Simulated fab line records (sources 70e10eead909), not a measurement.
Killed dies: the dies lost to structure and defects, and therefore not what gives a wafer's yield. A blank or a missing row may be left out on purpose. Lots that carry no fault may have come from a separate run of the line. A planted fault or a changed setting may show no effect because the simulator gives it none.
fab line records	flow nand-harc
[record] lots = 6	wafers = 18	last-day = 24
route steps=1159 shown P_M0@261 P_M1@285 END@1159
lots with no fault: from the same line, run without faults
start-h: hours from the record's opening day to when the first of the lot's shown wafers began	wait-h: hours from the lot's prior step to this one	" the same as in the row above	L1.1+2: several wafers, shown together as one row	- value missing, or start not given	* or withheld: withheld	< > ~ a bound
route shown NAME@n: a module of which the file shows steps, and the number in the route of the first	usual: average and standard deviation across the fault-free wafers	same: alike in all rows	chamber/n: place in a boat	sites: per-site readings	_std_site: the standard deviation of these	_edge_site: inner sites' mean taken away from outer sites' mean	radius-mm: for every site, how far away it sits from the centre of the wafer	mask NAME#n: copy n	behind: the last tool/chamber to shape the wafer	hold: why the lot was held/for how many hours/how that ended	device: the n, p or np transistor that did not switch	end of line: the same wafers' tests at the end of the route	a step without rows: its recipe alone	killed: dies lost to structure and defects at the first sort, not the wafer's yield	map: a wafer's dies, marking killed ones x, the rest . and places with no die _
set.NAME: the setting as run; set.NAME@STEP: as run at that earlier step	model.NAME: the simulator's own value behind a step, which no gauge read
a table for each step, a row for each wafer; lots at some steps of the route
services: when a tool's chamber went out of use (start-h, in hours from the record's first day, below 0 if earlier), for how many hours, and the reason
[[steps]]
[step NHARC_P_M0_PEB_07]
[recipe] peb-temp-c = 100	peb-time-s = 65
[step NHARC_P_M0_DEVELOP_08]
[recipe] develop-time-s = 35	dev-temp-c = 23
[step NHARC_P_M0_CD_MEAS_09]
[recipe] target-cd-nm = 90	landing-energy-ev = 500
[usual] cd-nm = 90.1/0.64
lot.wafer	tool	chamber	start-h	wait-h	cd-nm
L923.1	cd-sem-03	0	119.12	-	89.9
L923.2	"	0	"	"	89.0
L923.5	"	0	"	"	90.0
L926.2	cd-sem-03	0	137.83	-	89.8
L926.3	"	0	"	"	90.3
L926.5	"	0	"	"	90.1
L928.1	cd-sem-03	0	156.29	-	89.6
L928.2	"	0	"	"	90.2
L928.5	"	0	"	"	90.8
L933.1	cd-sem-02	0	171.50	-	89.9
L933.2	"	0	"	"	90.3
L933.5	"	0	"	"	90.6
L940.1	cd-sem-03	0	222.63	-	89.2
L940.4	"	0	"	"	90.7
L940.5	"	0	"	"	89.7
L943.3	cd-sem-03	0	230.63	-	90.0
L943.5	"	0	"	"	89.8
L943.6	"	0	"	"	89.6
[step NHARC_P_M0_OVL_MEAS_10]
[recipe] pitch-nm = 180
[usual] overlay-x-nm = 0.1/0.87	overlay-y-nm = -0.3/0.81
lot.wafer	tool	chamber	start-h	wait-h	overlay-x-nm	overlay-y-nm
L923.1	overlay-01	-	119.20	-	-1.2	1.0
L923.2	"	-	"	"	-1.5	0.7
L923.5	"	-	"	"	-1.5	0.3
L926.2	overlay-01	-	137.92	-	-0.8	-0.4
L926.3	"	-	"	"	0.1	-0.5
L926.5	"	-	"	"	-0.6	-1.3
L928.1	overlay-02	-	156.37	-	0.4	-0.2
L928.2	"	-	"	"	0.2	-0.5
L928.5	"	-	"	"	-0.1	-1.2
L933.1	overlay-01	-	171.59	-	-0.4	0.3
L933.2	"	-	"	"	0.3	-0.2
L933.5	"	-	"	"	-0.4	0.1
L940.1	overlay-01	-	222.72	-	1.7	-0.6
L940.4	"	-	"	"	1.5	-1.3
L940.5	"	-	"	"	1.4	-0.9
L943.3	overlay-02	-	230.73	-	0.0	-1.5
L943.5	"	-	"	"	0.6	-1.0
L943.6	"	-	"	"	0.3	-1.3
[step NHARC_P_M0_INSPECT_11]
[usual] raw-defect-count = 3.9/2.3
lot.wafer	tool	chamber	start-h	wait-h	raw-defect-count
L923.1	defect-inspect-02	-	119.24	0.0	3
L923.2	"	-	"	"	8
L923.5	"	-	"	"	7
L926.2	defect-inspect-01	-	137.95	0.0	3
L926.3	"	-	"	"	8
L926.5	"	-	"	"	4
L928.1	defect-inspect-02	-	156.41	0.0	0
L928.2	"	-	"	"	2
L928.5	"	-	"	"	8
L933.1	defect-inspect-02	-	171.63	0.0	4
L933.2	"	-	"	"	5
L933.5	"	-	"	"	1
L940.1	defect-inspect-01	-	222.75	0.0	2
L940.4	"	-	"	"	6
L940.5	"	-	"	"	6
L943.3	defect-inspect-02	-	230.77	0.0	6
L943.5	"	-	"	"	9
L943.6	"	-	"	"	5
[step NHARC_P_M0_DESCUM_14]
[recipe] time-s = 3	o2-flow-sccm = 200	ar-flow-sccm = 0	bias-power-w = 0	chemistry = O2
[step NHARC_P_M0_ETCH_34]
[recipe] target-depth-a = 400	overetch-a = 120	time-s = 43.94	ion-energy-ev = 200	n2-flow-sccm = 150	h2-flow-sccm = 150	ar-flow-sccm = 0	rf-w = 400	bias-w = 150	chemistry = N2/H2
[step NHARC_P_M0_ETCH_15]
[recipe] target-depth-a = 1500	overetch-a = 150	time-s = 82.5	c4f8-flow-sccm = withheld	ar-flow-sccm = 400	rf-w = 600	bias-w = 300	chemistry = C4F8/Ar
[step NHARC_P_M0_CD_MEAS_16]
[usual] cd-nm = 90.0/0.82
lot.wafer	tool	chamber	start-h	wait-h	cd-nm
L923.1	cd-sem-02	-	119.60	-	89.7
L923.2	"	-	"	"	88.9
L923.5	"	-	"	"	89.6
L926.2	cd-sem-01	-	138.33	-	90.7
L926.3	"	-	"	"	90.9
L926.5	"	-	"	"	89.9
L928.1	cd-sem-01	-	156.77	-	88.8
L928.2	"	-	"	"	90.4
L928.5	"	-	"	"	91.0
L933.1	cd-sem-01	-	172.00	-	90.1
L933.2	"	-	"	"	90.4
L933.5	"	-	"	"	90.7
L940.1	cd-sem-01	-	223.12	-	89.5
L940.4	"	-	"	"	90.0
L940.5	"	-	"	"	89.4
L943.3	cd-sem-02	-	231.13	-	90.6
L943.5	"	-	"	"	89.6
L943.6	"	-	"	"	87.9
[step NHARC_P_M0_STRIP_18]
[recipe] power-w = 1000	n2-flow-sccm = 150	h2-flow-sccm = 150	ar-flow-sccm = 0	bias-w = 0	chemistry = N2/H2
[step NHARC_P_M0_STRIP_19]
[recipe] time-s = 600	temp-c = 30	chemistry = post-etch-residue-remover
[step NHARC_P_M0_DEGAS_28]
[recipe] temp-c = 250	time-s = 60
[usual] heater-power-w = 350/40
lot.wafer	tool	chamber	start-h	wait-h	heater-power-w
L923.2	pvd-sputter-02	-	120.22	-	279
L923.1	"	-	"	"	381
L923.5	"	-	"	"	280
L926.3	pvd-sputter-01	-	139.03	-	352
L926.2	"	-	"	"	320
L926.5	"	-	"	"	346
L928.2	pvd-sputter-03	-	157.41	-	306
L928.1	"	-	"	"	314
L928.5	"	-	"	"	350
L933.1	pvd-sputter-03	-	172.62	-	440
L933.2	"	-	"	"	306
L933.5	"	-	"	"	436
L940.1	pvd-sputter-01	-	223.80	-	321
L940.4	"	-	"	"	361
L940.5	"	-	"	"	336
L943.3	pvd-sputter-01	-	231.81	-	360
L943.6	"	-	"	"	336
L943.5	"	-	"	"	314
[step NHARC_P_M0_PRE_CLEAN_29]
[recipe] time-s = 30	temp-c = 280	gas = H2/He
[usual] heater-power-w = 424/46
lot.wafer	tool	chamber	start-h	wait-h	heater-power-w
L923.2	pvd-sputter-02	-	120.29	-	451
L923.1	"	-	"	"	442
L923.5	"	-	"	"	343
L926.2	pvd-sputter-01	-	139.08	-	405
L926.3	"	-	"	"	441
L926.5	"	-	"	"	416
L928.1	pvd-sputter-03	-	157.46	-	446
L928.2	"	-	"	"	377
L928.5	"	-	"	"	376
L933.2	pvd-sputter-03	-	172.68	-	380
L933.1	"	-	"	"	436
L933.5	"	-	"	"	391
L940.4	pvd-sputter-01	-	223.87	-	427
L940.1	"	-	"	"	452
L940.5	"	-	"	"	409
L943.3	pvd-sputter-01	-	231.87	-	446
L943.5	"	-	"	"	445
L943.6	"	-	"	"	409
[step NHARC_P_M0_PVD_20]
[recipe] target-thk-a = 50	bias-v = 168.6	power-w = 15000	chamber-pressure-pa = 0.12	time-s = 8.06	substrate-temp-c = 50	material = TaN
[step NHARC_P_M0_PVD_21]
[recipe] target-thk-a = 300	chamber-pressure-pa = 5	power-w = 5000	substrate-temp-c = 30	time-s = 20.49	material = Cu
[step NHARC_P_M0_ECD_22]
[recipe] target-thk-a = 4000	bath-temp-c = 25	material = Cu
[step NHARC_P_M0_ANNEAL_30]
[recipe] temp-c = 225	time-s = 90
[step NHARC_P_M0_CMP_23]
[recipe] t-overpolish-s = 20	target-thk-nm = 117.53
[step NHARC_P_M0_THK_MEAS_24]
[recipe] thk-meas-gauge = xrf
[usual] thk-nm = 117.5/1.5
lot.wafer	tool	chamber	start-h	wait-h	thk-nm
L923.1	film-metro-01	-	121.62	-	114.4
L923.2	"	-	"	"	115.8
L923.5	"	-	"	"	116.4
L926.2	film-metro-01	-	140.42	-	116.0
L926.3	"	-	"	"	119.7
L926.5	"	-	"	"	120.8
L928.1	film-metro-02	-	158.81	-	117.6
L928.2	"	-	"	"	115.9
L928.5	"	-	"	"	116.4
L933.1	film-metro-02	-	174.02	-	116.9
L933.2	"	-	"	"	119.6
L933.5	"	-	"	"	117.2
L940.1	film-metro-02	-	225.20	-	117.1
L940.4	"	-	"	"	118.3
L940.5	"	-	"	"	117.1
L943.3	film-metro-02	-	233.18	-	120.8
L943.5	"	-	"	"	118.5
L943.6	"	-	"	"	116.2
[step NHARC_P_M0_SRD_25]
[step NHARC_P_M0_PRE_CLEAN_31]
[recipe] time-s = 12	temp-c = 370	rf-power-w = 300	gas = NH3
[usual] heater-power-w = 603/57
lot.wafer	tool	chamber	start-h	wait-h	heater-power-w
L923.1	pecvd-04	2	121.86	0.1	587
L923.2	"	0	"	"	551
L923.5	"	1	"	"	530
L926.2	pecvd-02	1	140.66	0.1	689
L926.3	"	2	"	"	575
L926.5	"	1	"	"	687
L928.2	pecvd-03	1	159.12	0.1	603
L928.1	"	2	"	"	632
L928.5	"	1	"	"	592
L933.1	pecvd-03	2	174.24	0.1	635
L933.2	"	1	"	"	523
L933.5	"	1	"	"	523
L940.1	pecvd-04	2	225.45	0.1	724
L940.4	"	0	"	"	504
L940.5	"	1	"	"	539
L943.3	pecvd-02	0	233.42	0.1	669
L943.5	"	0	"	"	655
L943.6	"	1	"	"	599
[step NHARC_P_M0_DEP_32]
[recipe] target-thk-a = 300	temp-c = 370	target-thk-nm = 30	pressure-torr = 3	flow-sccm = 200	rf-w = 450	material = SiCN
[step NHARC_P_M1_DEP_00]
[recipe] target-thk-a = 1825	target-thk-nm = 182.5	temp-c = withheld	pressure-torr = 5	flow-sccm = 200	rf-w = 600	material = SiOC
[step NHARC_P_M1_DEHYDRATE_01]
[recipe] temp-c = 150	time-s = 120
[step NHARC_P_M1_HMDS_02]
[recipe] time-s = 30
[step NHARC_P_M1_COAT_34]
[recipe] temp-c = 200	time-s = 65
[step NHARC_P_M1_COAT_03]
[recipe] spin-rpm = 1500	resist-thk-nm = 90
[step NHARC_P_M1_SOFTBAKE_04]
[recipe] temp-c = 105	time-s = 55
[step NHARC_P_M1_EBR_05]
[step NHARC_P_M1_EXPOSE_06]
[recipe] na = 1.35	target-cd-nm = 130	dose-mj = 81.88	mask-id = P_M1
[step NHARC_P_M1_PEB_07]
[recipe] peb-temp-c = 100	peb-time-s = 65
[step NHARC_P_M1_DEVELOP_08]
[recipe] develop-time-s = 35	dev-temp-c = 23
[step NHARC_P_M1_CD_MEAS_09]
[recipe] target-cd-nm = 130	landing-energy-ev = 500
[usual] cd-nm = 129.8/0.54
lot.wafer	tool	chamber	start-h	wait-h	cd-nm
L923.1	cd-sem-01	0	123.18	-	130.2
L923.2	"	0	"	"	129.9
L923.5	"	0	"	"	130.6
L926.2	cd-sem-03	0	142.00	-	130.4
L926.3	"	0	"	"	129.5
L926.5	"	0	"	"	130.2
L928.1	cd-sem-01	0	160.59	-	130.1
L928.2	"	0	"	"	130.3
L928.5	"	0	"	"	129.5
L933.1	cd-sem-02	0	175.42	-	128.4
L933.2	"	0	"	"	130.7
L933.5	"	0	"	"	129.0
L940.1	cd-sem-03	0	226.82	-	128.9
L940.4	"	0	"	"	129.6
L940.5	"	0	"	"	129.5
L943.3	cd-sem-03	0	234.74	-	129.8
L943.5	"	0	"	"	128.7
L943.6	"	0	"	"	130.6
[step NHARC_P_M1_OVL_MEAS_10]
[recipe] pitch-nm = 260
[usual] overlay-x-nm = 0.1/0.87	overlay-y-nm = 0.2/0.76
lot.wafer	tool	chamber	start-h	wait-h	overlay-x-nm	overlay-y-nm
L923.1	overlay-01	-	123.26	-	0.1	-0.4
L923.2	"	-	"	"	0.0	0.3
L923.5	"	-	"	"	0.2	0.0
L926.2	overlay-02	-	142.08	-	0.0	1.2
L926.3	"	-	"	"	-0.4	1.7
L926.5	"	-	"	"	0.1	0.8
L928.1	overlay-02	-	160.69	-	0.6	-0.4
L928.2	"	-	"	"	1.4	-0.1
L928.5	"	-	"	"	1.4	0.3
L933.1	overlay-02	-	175.51	-	-0.2	0.6
L933.2	"	-	"	"	-0.3	1.2
L933.5	"	-	"	"	0.0	1.1
L940.1	overlay-02	-	226.91	-	0.0	-0.5
L940.4	"	-	"	"	-0.3	-1.2
L940.5	"	-	"	"	-0.6	-0.8
L943.3	overlay-01	-	234.83	-	-0.2	-0.6
L943.5	"	-	"	"	-1.2	-0.5
L943.6	"	-	"	"	-0.5	-0.2
[step NHARC_P_M1_DESCUM_14]
[recipe] time-s = 3	o2-flow-sccm = 200	ar-flow-sccm = 0	bias-power-w = 0	chemistry = O2
[step NHARC_P_M1_ETCH_35]
[recipe] target-depth-a = 400	overetch-a = 120	time-s = 43.94	ion-energy-ev = 200	n2-flow-sccm = 150	h2-flow-sccm = 150	ar-flow-sccm = 0	rf-w = 400	bias-w = 150	chemistry = N2/H2
[usual] chamber-pressure-mTorr = 29.998/0.026	drypump-motor-current-A = 5.6/0.36	oes-product-au = 1.000/0.009	rf-vpp-V = 430.7/2.3	showerhead-plenum-p-Torr = 2.04/0.081	throttle-valve-pct = 14.172/0.0083
lot.wafer	tool	chamber	start-h	wait-h	chamber-pressure-mTorr	drypump-motor-current-A	oes-product-au	rf-hours-counter-h	rf-vpp-V	showerhead-plenum-p-Torr	throttle-valve-pct
L923.1	rie-diel-04	0	123.45	0.1	29.991	5.8	1.001	0.1	431.0	2.04	14.177
L923.2	"	2	"	"	29.984	6.0	0.998	0.2	431.4	2.06	14.161
L923.5	"	1	"	"	30.008	5.1	0.994	-	435.0	2.19	14.181
L926.3	rie-diel-12	2	142.30	0.1	30.006	5.4	1.006	5.9	435.2	2.14	14.166
L926.2	"	3	"	"	29.978	5.2	0.999	6.3	430.1	2.04	14.164
L926.5	"	3	"	"	30.019	5.2	1.001	-	429.3	2.04	14.159
L928.1	rie-diel-04	1	160.88	0.1	29.996	5.1	0.998	3.0	433.4	2.19	14.168
L928.2	"	2	"	"	29.967	6.0	1.001	3.3	432.1	2.06	14.182
L928.5	"	3	"	"	29.965	5.4	0.988	-	427.0	1.92	14.178
L933.2	rie-diel-06	3	175.71	0.1	30.007	6.1	1.008	2.1	432.7	2.15	14.169
L933.1	"	0	"	"	30.018	5.4	1.013	1.9	428.6	2.02	14.180
L933.5	"	2	"	"	30.027	5.0	1.005	-	431.1	2.06	14.178
L940.1	rie-diel-12	2	227.10	0.1	29.949	5.3	0.988	1.4	432.0	2.14	14.180
L940.4	"	0	"	"	30.029	5.9	1.007	1.9	427.6	1.93	14.165
L940.5	"	1	"	"	29.989	5.8	0.998	-	432.5	2.06	14.163
L943.3	rie-diel-12	3	235.03	0.1	29.998	5.2	1.003	2.3	431.8	2.04	14.169
L943.6	"	0	"	"	30.029	5.9	1.007	-	428.0	1.93	14.165
L943.5	"	1	"	"	29.984	5.8	0.981	-	431.0	2.06	14.161
[step NHARC_P_M1_ETCH_15]
[recipe] target-depth-a = 1825	time-s = 91.2	c4f8-flow-sccm = withheld	ar-flow-sccm = 400	rf-w = 600	bias-w = 300	chemistry = C4F8/Ar
[usual] chamber-pressure-mTorr = 24.999/0.024	oes-product-au = 0.953/0.023	rf-vpp-V = 441.2/2.4
lot.wafer	tool	chamber	start-h	wait-h	chamber-pressure-mTorr	oes-product-au	rf-hours-counter-h	rf-vpp-V
L923.1	rie-diel-04	3	-	-	24.990	0.952	0.2	438.2
L923.2	"	1	"	"	25.001	0.975	0.1	444.6
L923.5	"	3	"	"	24.977	0.945	-	439.1
L926.2	rie-diel-12	2	-	-	25.007	0.961	5.9	442.7
L926.3	"	0	"	"	24.984	0.967	6.7	438.0
L926.5	"	3	"	"	25.013	0.953	-	441.1
L928.1	rie-diel-04	1	-	-	24.989	0.962	3.0	444.3
L928.2	"	0	"	"	25.023	0.964	3.0	440.9
L928.5	"	1	"	"	24.987	0.967	-	445.7
L933.1	rie-diel-06	1	-	-	25.003	0.940	2.1	440.1
L933.2	"	3	"	"	24.999	0.950	2.2	444.0
L933.5	"	1	"	"	24.991	0.943	-	439.1
L940.4	rie-diel-12	1	-	-	24.986	0.964	0.9	443.3
L940.1	"	0	"	"	25.004	0.982	1.9	438.3
L940.5	"	2	"	"	24.997	0.958	-	442.9
L943.3	rie-diel-12	3	-	-	25.025	0.967	2.4	441.1
L943.6	"	0	"	"	25.012	0.971	-	437.3
L943.5	"	1	"	"	25.010	0.975	-	441.6
[step NHARC_P_M1_CD_MEAS_16]
[usual] cd-nm = 129.5/0.71
lot.wafer	tool	chamber	start-h	wait-h	cd-nm
L923.1	cd-sem-02	-	123.67	-	129.3
L923.2	"	-	"	"	129.7
L923.5	"	-	"	"	130.1
L926.2	cd-sem-02	-	142.52	-	130.1
L926.3	"	-	"	"	130.7
L926.5	"	-	"	"	129.8
L928.1	cd-sem-01	-	161.09	-	129.7
L928.2	"	-	"	"	130.0
L928.5	"	-	"	"	128.7
L933.1	cd-sem-02	-	175.92	-	128.2
L933.2	"	-	"	"	129.5
L933.5	"	-	"	"	128.5
L940.1	cd-sem-03	-	227.31	-	129.6
L940.4	"	-	"	"	130.0
L940.5	"	-	"	"	129.5
L943.3	cd-sem-02	-	235.24	-	128.8
L943.5	"	-	"	"	128.6
L943.6	"	-	"	"	130.9
[step NHARC_P_M1_STRIP_18]
[recipe] power-w = 1000	n2-flow-sccm = 150	h2-flow-sccm = 150	ar-flow-sccm = 0	bias-w = 0	chemistry = N2/H2
[usual] chamber-pressure-mTorr = 29.999/0.027	drypump-motor-current-A = 5.5/0.36	oes-product-au = 0.999/0.009	rf-vpp-V = 90.7/0.83	showerhead-plenum-p-Torr = 2.05/0.08	throttle-valve-pct = 14.169/0.0096
lot.wafer	tool	chamber	start-h	wait-h	chamber-pressure-mTorr	drypump-motor-current-A	oes-product-au	rf-hours-counter-h	rf-vpp-V	showerhead-plenum-p-Torr	throttle-valve-pct
L923.2	rie-diel-06	2	123.74	0.1	30.064	5.0	1.008	1	89.9	2.06	14.163
L923.1	"	3	"	"	29.952	6.1	0.995	1	90.6	2.15	14.174
L923.5	"	3	"	"	30.028	6.1	0.995	-	92.2	2.15	14.177
L926.3	rie-diel-12	1	142.59	0.1	30.036	5.8	1.012	6	91.5	2.06	14.169
L926.2	"	2	"	"	30.001	5.3	0.998	6	92.3	2.14	14.180
L926.5	"	1	"	"	29.973	5.8	0.999	-	91.7	2.06	14.175
L928.1	rie-diel-06	0	161.19	0.1	29.980	5.4	1.002	2	89.3	2.02	14.174
L928.2	"	2	"	"	29.972	5.0	1.016	2	90.0	2.06	14.161
L928.5	"	0	"	"	30.041	5.4	1.001	-	91.4	2.02	14.155
L933.2	rie-diel-04	1	176.06	0.1	29.980	5.1	0.985	4	90.3	2.19	14.154
L933.1	"	2	"	"	30.006	6.0	0.996	4	92.2	2.06	14.168
L933.5	"	0	"	"	29.948	5.8	1.006	-	92.2	2.04	14.185
L940.1	rie-diel-12	2	227.38	0.1	30.030	5.3	0.990	2	89.9	2.14	14.160
L940.4	"	0	"	"	29.998	5.9	1.002	2	91.2	1.93	14.174
L940.5	"	2	"	"	30.002	5.4	0.993	-	90.8	2.14	14.158
L943.3	rie-diel-06	0	235.36	0.1	30.031	5.4	1.003	3	89.4	2.02	14.167
L943.5	"	2	"	"	30.046	5.0	1.002	-	91.0	2.06	14.173
L943.6	"	3	"	"	30.004	6.1	0.988	-	91.5	2.15	14.174
[step NHARC_END_SORT_01]
[recipe] temp-c = 25
[usual] defect-limited-yield = 95.7/1.5	killed-at-array = 25/9.5	killed-at-other = 0.8/1.2	killed-at-periphery = 3.4/2.2	killed-dies = 29/10	killed-open = 3.3/1.8	killed-short = 2.1/1.4	sort_bin_2_pct = 1.4/0.63	sort_bin_3_pct = 0.22/0.2	sort_bin_4_pct = 2.7/0.96	sort-n-pass = 648/10	sort-rim-yield-pct = 95.6/2.8	sort-yield-pct = 95.7/1.5
[same] gross-dies = 677	sort_bin_5_pct[%] = 0	sort_bin_6_pct[%] = 0	sort_bin_7_pct[%] = 0	sort_bin_8_pct[%] = 0	sort-rim-n-gross = 106.00
lot.wafer	tool	chamber	start-h	wait-h	defect-limited-yield[%]	killed-at-array	killed-at-other	killed-at-periphery	killed-dies	killed-open	killed-short	sort_bin_2_pct[%]	sort_bin_3_pct[%]	sort_bin_4_pct[%]	sort-n-pass	sort-rim-yield-pct[%]	sort-yield-pct[%]
L926.2	prober-01	0	465.87	2.8	95.6	27	1	2	30	4	0	1.3	0.15	3.0	647	96.2	95.6
L926.3	prober-01	0	466.66	3.1	94.4	29	0	9	38	6	5	1.9	0	3.7	639	99.1	94.4
L926.5	prober-01	0	468.22	3.6	94.7	32	0	4	36	3	2	1.9	0.30	3.1	641	92.5	94.7
L933.1	prober-02	0	503.23	2.5	92.9	43	0	5	48	4	5	3.0	0.59	3.5	629	91.5	92.9
L933.2	prober-02	0	504.02	2.8	95.3	30	0	2	32	4	2	1.0	0.59	3.1	645	95.3	95.3
L933.5	prober-02	0	506.41	3.7	95.0	31	0	3	34	4	1	1.6	0.30	3.1	643	94.3	95.0
L940.1	prober-01	0	535.32	2.5	84.8	27	1	75	103	6	3	7.2	2.22	5.8	574	97.2	84.8
L940.4	prober-01	0	537.71	3.4	91.9	16	0	39	55	1	2	4.3	1.48	2.4	622	82.1	91.9
L940.5	prober-01	0	538.50	3.7	86.1	18	0	76	94	4	4	6.2	2.95	4.7	583	82.1	86.1
L943.3	prober-01	0	577.28	3.1	89.4	35	1	36	72	6	2	4.6	1.48	4.6	605	81.1	89.4
L943.5	prober-01	0	578.86	3.7	82.9	32	1	83	116	1	0	6.1	3.10	8.0	561	91.5	82.9
L943.6	prober-01	0	579.66	4.0	81.8	53	0	70	123	5	2	8.3	2.95	6.9	554	87.7	81.8
// killed by level:class
L926.2 A_CHANNEL_HOLE_D1:chamber-film-flake=13 A_SLIT:chamber-film-flake=6 A_CONTACT:chamber-film-flake=3 P_M0:geometric-particle:open=1 A_CHANNEL_FILL_D1:geometric-particle:open=1 A_M0:geometric-particle:open=1 P_STI:chamber-film-flake=1 STARTING-WAFER:geometric-particle:open=1
L926.3 A_CHANNEL_HOLE_D1:chamber-film-flake=13 A_SLIT:chamber-film-flake=8 P_STI:chamber-film-flake=6 A_CHANNEL_FILL_D1:geometric-particle:open=2 A_CONTACT:geometric-particle:open=2 P_CONTACT:geometric-particle:short=1 P_M0:geometric-particle:short=1 P_M1:geometric-particle:open=1
L926.5 A_CHANNEL_HOLE_D1:chamber-film-flake=16 A_SLIT:chamber-film-flake=8 A_CONTACT:chamber-film-flake=5 P_STI:chamber-film-flake=2 P_M0:geometric-particle:short=1 P_M0:geometric-particle:open=1 A_ONON_D1:geometric-particle:open=1 A_CHANNEL_FILL_D1:geometric-particle:open=1
L933.1 A_SLIT:chamber-film-flake=16 A_CHANNEL_HOLE_D1:chamber-film-flake=13 A_CONTACT:chamber-film-flake=4 A_M0:geometric-particle:open=2 A_STAIRCASE:chamber-film-flake=2 P_GATE:geometric-particle:open=1 P_GATE:geometric-particle:short=1 P_CONTACT:geometric-particle:short=1
L933.2 A_CHANNEL_HOLE_D1:chamber-film-flake=16 A_CONTACT:chamber-film-flake=5 A_SLIT:chamber-film-flake=4 A_WL_FILL:geometric-particle:open=3 P_M2:geometric-particle:open=1 A_STAIRCASE:geometric-particle:short=1 A_WL_FILL:geometric-particle:short=1 P_GATE:chamber-film-flake=1
L933.5 A_CHANNEL_HOLE_D1:chamber-film-flake=20 A_SLIT:chamber-film-flake=4 A_CONTACT:chamber-film-flake=4 P_CONTACT:geometric-particle:open=1 P_M0:geometric-particle:open=1 P_M1:geometric-particle:open=1 A_ONON_D1:geometric-particle:open=1 A_CHANNEL_FILL_D1:geometric-particle:short=1
L940.1 P_M0:unspecified=73 A_SLIT:chamber-film-flake=15 A_CONTACT:geometric-particle:open=4 A_CHANNEL_HOLE_D1:chamber-film-flake=2 A_STAIRCASE:chamber-film-flake=2 P_CONTACT:geometric-particle:short=1 P_M1:geometric-particle:open=1 A_ONON_D1:geometric-particle:open=1
L940.4 P_M0:unspecified=35 A_SLIT:chamber-film-flake=9 A_CONTACT:chamber-film-flake=3 P_GATE:chamber-film-flake=2 A_CHANNEL_HOLE_D1:chamber-film-flake=2 P_GATE:geometric-particle:short=1 A_CONTACT:geometric-particle:open=1 A_BLC:geometric-particle:short=1
L940.5 P_M0:unspecified=73 A_SLIT:chamber-film-flake=7 A_CHANNEL_HOLE_D1:chamber-film-flake=2 P_CONTACT:geometric-particle:open=1 A_ONON_D1:geometric-particle:short=1 A_CHANNEL_FILL_D1:geometric-particle:open=1 A_WL_FILL:geometric-particle:short=1 A_CONTACT:geometric-particle:short=1
L943.3 P_M0:unspecified=32 A_CHANNEL_HOLE_D1:chamber-film-flake=12 A_SLIT:chamber-film-flake=9 A_CONTACT:chamber-film-flake=4 P_ZERO_WELL:chamber-film-flake=3 A_SGD_CUT:geometric-particle:short=2 A_WL_FILL:geometric-particle:open=2 A_ONON_D1:geometric-particle:open=1
L943.5 P_M0:unspecified=78 A_CHANNEL_HOLE_D1:chamber-film-flake=18 A_SLIT:chamber-film-flake=6 A_CONTACT:chamber-film-flake=5 P_ZERO_WELL:chamber-film-flake=3 A_WL_FILL:geometric-particle:open=1 P_STI:chamber-film-flake=1 P_GATE:chamber-film-flake=1
L943.6 P_M0:unspecified=65 A_CHANNEL_HOLE_D1:chamber-film-flake=19 A_SLIT:chamber-film-flake=17 A_CONTACT:chamber-film-flake=4 P_ZERO_WELL:chamber-film-flake=3 A_CHANNEL_FILL_D1:chamber-film-flake=3 A_ONON_D1:geometric-particle:open=2 A_STAIRCASE:chamber-film-flake=2
// map L940.1 (x killed, . not)
____________.____________
_________..x...._________
_______....x..x..._______
______.......x...x.______
_____..........x...._____
____........x..x.....____
____...x...xxxxxxx..x____
___......xxxxxxxxxx...___
___........xxxxxxx....___
__........xxxxxxxx.....__
__.......x..xxxxxxx....__
_..........xxxxxxxx....._
_....x......xxxxxxx....._
_...........xxxxxxx....._
_..........x.xxx...x...._
_...........x.xx........_
......x......x.xx........
.........................
...........x.............
........x................
..........xx.............
_........x.............._
_.........x............._
_.........xx............_
_......x.x.x............_
_.......x.x............._
__.........x...........__
__.....................__
___...................___
___......x........x...___
____............x....____
____....x............____
_____..............._____
______.............______
_______..........._______
_________......._________
____________.____________
// map L943.6 (x killed, . not)
____________.____________
_________......._________
_______..........._______
______.............______
_____..............._____
____.................____
____.........x.......____
___...................___
___...................___
__.....................__
__.....................__
_....................x.._
_.................xxx..x_
_...x..............xx..x_
_..x................xxx._
_.................xxxxxx_
...x.xx............xxxx.x
.....xx........x.xxxxxxxx
x.xxx.............xxxxxxx
.x.xx....x........xxxxxxx
x..xxxx.x.xx......xxxxxxx
_..x...xxxxxx.....xxxxxx_
_.....x.x..x......xxxxxx_
_x.......x..........xxx._
_...........x.....xxxxx._
_.......x.x..........x.._
__.....................__
__........x............__
___.......x.......x...___
___...................___
____.............xx..____
____....x.x.x..x.....____
_____....x.........._____
______.............______
_______...x......._______
_________......._________
____________.____________
[[services]]
tool	chamber	start-h	hours	kind
pecvd-03	0	96.22	8.7	repair
rie-diel-06	2	99.13	11.9	repair
pvd-sputter-03	-	102.00	10.0	pm
rie-diel-12	0	107.90	-	clean
rie-diel-12	1	107.90	-	clean
rie-diel-12	2	107.90	-	clean
rie-diel-12	3	107.90	-	clean
pecvd-03	-	111.00	13.0	pm
rie-diel-04	-	111.90	9.0	pm
rie-diel-06	0	121.88	10.1	repair
pecvd-03	2	125.43	4.9	repair
rie-diel-12	0	132.68	-	clean
pecvd-03	2	141.84	4.6	repair
pecvd-02	-	153.53	13.0	pm
pecvd-04	1	153.72	23.2	repair
rie-diel-04	-	155.73	1.1	repair
pvd-sputter-01	-	158.02	10.0	pm
pecvd-03	-	189.66	0.6	repair
pecvd-04	-	195.42	13.0	pm
rie-diel-12	-	202.40	9.0	pm
rie-diel-04	2	208.75	4.9	repair
pvd-sputter-02	-	210.87	8.0	repair
pvd-sputter-02	-	218.88	10.0	pm
pecvd-02	-	219.77	1.0	repair
[[key]]
[first-sign] step = NHARC_END_SORT_01	reading = killed-at-periphery	direction = up	sigmas = 27	usual = 3.4	struck = 63.2
[effect] step = NHARC_END_SORT_01	reading = killed-dies	direction = up	sigmas = 6.3	usual = 29	struck = 94
[more-kills-born-at] NHARC_P_M0_PRE_CLEAN_29@pvd-sputter-01 = 356
met-at NHARC_P_M0_PRE_CLEAN_29
struck-wafers L940.1,L940.4,L940.5,L943.3,L943.5,L943.6
onset-between 139.08 223.87
also-fits time
[fault] kind = chamber-particle-source	tool = pvd-sputter-01	chamber = -	onset-h = 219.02	steps = NHARC_P_M0_PRE_CLEAN_29	rate-per-visit-cm2 = 0.59249	end-h = 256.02
